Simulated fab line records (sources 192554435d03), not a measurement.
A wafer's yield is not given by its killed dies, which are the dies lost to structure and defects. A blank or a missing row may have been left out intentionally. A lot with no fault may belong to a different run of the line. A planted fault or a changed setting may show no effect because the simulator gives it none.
Code-filled problem report in 8D (eight disciplines) form || flow n5-finfet || the parts of the form that need people (team, actions taken, sign-off) are left out

1. THE ISSUE
Wafers without a fault read 399.99 C, standard deviation 0.21; susceptor-temp-C at N5_BEOL_M11_PECVD_70 reads a mean of 385.69 C on 6 wafers belonging to 2 lots. Measured from the usual mean, that is -68 standard deviations.
The step: deposits SiO2 from TEOS/O2, target thk 20 nm, time 22.7 s.
Earliest sighting: wafer L217.1 on pecvd-04 at day 13 14:16. At this step, 33 wafers from 11 lots have a number in the record. The rule behind "out" and "out of limits": a value lying over 4 standard deviations away from the usual mean. All remaining wafers that have a number are taken as sound.

2. WHAT IT IS; WHAT IT IS NOT
{"question": "which readings at this step", "is": "susceptor-temp-C", "is not": "showerhead-plenum-p-Torr, throttle-valve-pct"}
{"question": "which lots", "is": "L217, L221", "is not": "L207, L209, L210, L211, L214, L215, L224, L225, L226"}
{"question": "which wafers of those lots", "is": "all that have a number", "is not": "-"}
{"question": "read on which tools", "is": "pecvd-04", "is not": "pecvd-02, pecvd-03"}
{"question": "when", "is": "from day 13 14:16", "is not": "up to then (18 sound wafers); but 9 sound wafers of L224, L225, L226 came after"}

3. THE SUSPECTS, EACH WITH WHAT RULES IT OUT
Counting: a tool at any process step up to the reading remains a suspect when it ran all the lots that are out and ran no sound lot after the first of those.
- ald-metal-03 at N5_BEOL_M10_ALD_74 (deposits TaN, target thk 2 nm, pulse time 2 s, purge time 3 s): kept. It ran every lot that is out, first L217 (day 13 11:38), and no sound lot after that.
- pecvd-04 at N5_BEOL_M11_PECVD_70 (deposits SiO2 from TEOS/O2, target thk 20 nm, time 22.7 s): kept. All lots that are out passed through it, beginning with L217 at day 13 14:16, and no sound lot followed; its final sound lot before that point was L214 at day 12 20:11. Out on those wafers are its own readings of susceptor-temp-C.
Left after counting: ald-metal-03 at N5_BEOL_M10_ALD_74, pecvd-04 at N5_BEOL_M11_PECVD_70.

4. THE CAUSE (what the simulator had put in)
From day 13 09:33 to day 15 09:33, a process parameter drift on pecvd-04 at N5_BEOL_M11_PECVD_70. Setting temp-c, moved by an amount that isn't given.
Counting leaves 2 suspects; this tool is one of them.

5. SEQUENCE OF EFFECTS, ordered by route
Each row: a reading where the mean over the struck wafers with a number is more than 3 standard deviations away from the usual. Readings are gone through only where the record gives a usual standard deviation; hours: the median, over the lots, of the time from a lot's start at the first step in this table giving one to that lot's start at this step; sigmas: the change measured in usual standard deviations.
{"hours": 0, "step": "N5_BEOL_M11_PECVD_70", "reading": "susceptor-temp-C", "usual": "399.99 C", "on struck wafers": 385.69, "change": -14.30, "sigmas": -68}
{"hours": 6, "step": "N5_BEOL_M11_CMP_52", "reading": "barrier-field-endpoint-s", "usual": "28.6 s", "on struck wafers": 31.3, "change": "+2.7", "sigmas": "+3.3"}
It contains these process steps:
- N5_BEOL_M11_PECVD_70: deposits SiO2 from TEOS/O2, target thk 20 nm, time 22.7 s.
- N5_BEOL_M11_CMP_52: polishes, stops on SiCOH lowk, t overpolish 7 s, target thk 140 nm.
Later steps that measure or inspect, where all struck wafers having a row at the step show a number for every such reading and not one has moved that far: N5_BEOL_M11_CD_MEAS_11.

6. WHAT WOULD HAVE CAUGHT IT SOONER
5 hours passed between the start of the fault at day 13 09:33 and the first reading out of limits in this record, taken at day 13 14:16.
